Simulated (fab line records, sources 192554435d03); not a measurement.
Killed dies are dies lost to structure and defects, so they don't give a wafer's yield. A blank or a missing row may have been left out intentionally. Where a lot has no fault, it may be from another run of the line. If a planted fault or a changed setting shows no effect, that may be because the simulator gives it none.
Chamber matching :: flow n5Finfet :: pecvd-01 running N5_BEOL_M13_DEP_53: 3 sister chambers
The step deposits SiCN from 3MS/NH3, target thk 50 nm, time 17.8 s. 6 wafers are shown with their chamber, then 12 later ones without.

## WAFERS, EACH WITH ITS CHAMBER
wafer: L081.6
chamber: 2
throttleValvePct (%): 17.4
showerheadPlenumPTorr (Torr): 4.162

wafer: L084.4
chamber: 1
throttleValvePct (%): 16.7
showerheadPlenumPTorr (Torr): 4.181

wafer: L084.5
chamber: 0
throttleValvePct (%): 19.0
showerheadPlenumPTorr (Torr): 4.148

wafer: L090.1
chamber: 0
throttleValvePct (%): 19.1
showerheadPlenumPTorr (Torr): 4.154

wafer: L090.2
chamber: 1
throttleValvePct (%): 16.7
showerheadPlenumPTorr (Torr): 4.173

wafer: L090.3
chamber: 2
throttleValvePct (%): 17.4
showerheadPlenumPTorr (Torr): 4.152

## WAFERS WHOSE CHAMBER IS MISSING
wafer: L090.4
throttleValvePct (%): 16.8
showerheadPlenumPTorr (Torr): 4.181

wafer: L090.5
throttleValvePct (%): 17.4
showerheadPlenumPTorr (Torr): 4.165

wafer: L090.6
throttleValvePct (%): 19.3
showerheadPlenumPTorr (Torr): 4.130

wafer: L089.1
throttleValvePct (%): 19.5
showerheadPlenumPTorr (Torr): 4.144

wafer: L089.2
throttleValvePct (%): 17.2
showerheadPlenumPTorr (Torr): 4.158

wafer: L089.4
throttleValvePct (%): 17.2
showerheadPlenumPTorr (Torr): 4.183

wafer: L087.1
throttleValvePct (%): 16.7
showerheadPlenumPTorr (Torr): 4.183

wafer: L087.2
throttleValvePct (%): 19.3
showerheadPlenumPTorr (Torr): 4.125

wafer: L087.6
throttleValvePct (%): 19.2
showerheadPlenumPTorr (Torr): 4.139

wafer: L095.1
throttleValvePct (%): 19.2
showerheadPlenumPTorr (Torr): 4.134

wafer: L095.2
throttleValvePct (%): 17.6
showerheadPlenumPTorr (Torr): 4.157

wafer: L095.6
throttleValvePct (%): 17.6
showerheadPlenumPTorr (Torr): 4.161

## WHICH CHAMBER EACH ONE RAN IN
wafer: L090.4
from the rows above: 1
in truth: 1

wafer: L090.5
from the rows above: 2
in truth: 2

wafer: L090.6
from the rows above: 0
in truth: 0

wafer: L089.1
from the rows above: 0
in truth: 0

wafer: L089.2
from the rows above: 2
in truth: 2

wafer: L089.4
from the rows above: 2
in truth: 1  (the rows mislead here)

wafer: L087.1
from the rows above: 1
in truth: 1

wafer: L087.2
from the rows above: 0
in truth: 0

wafer: L087.6
from the rows above: 0
in truth: 0

wafer: L095.1
from the rows above: 0
in truth: 0

wafer: L095.2
from the rows above: 2
in truth: 2

wafer: L095.6
from the rows above: 2
in truth: 2
Placed correctly: 11 of 12. Can't be placed from these rows: 0. Placed wrongly: 1.
How it was worked out, from the rows above alone: a wafer's distance from a chamber is the root of the sum, over the readings, of the square of ((its reading less the chamber's mean) divided by the reading's scatter). If the next closest chamber is less than 2 further off than the closest, the wafer can't be placed; otherwise it belongs to the closest. A chamber's mean is the mean of its shown wafers. The scatter: take each reading less its chamber's mean, square it, sum over the shown wafers, divide by the number of wafers less the number of chambers, and take the root.
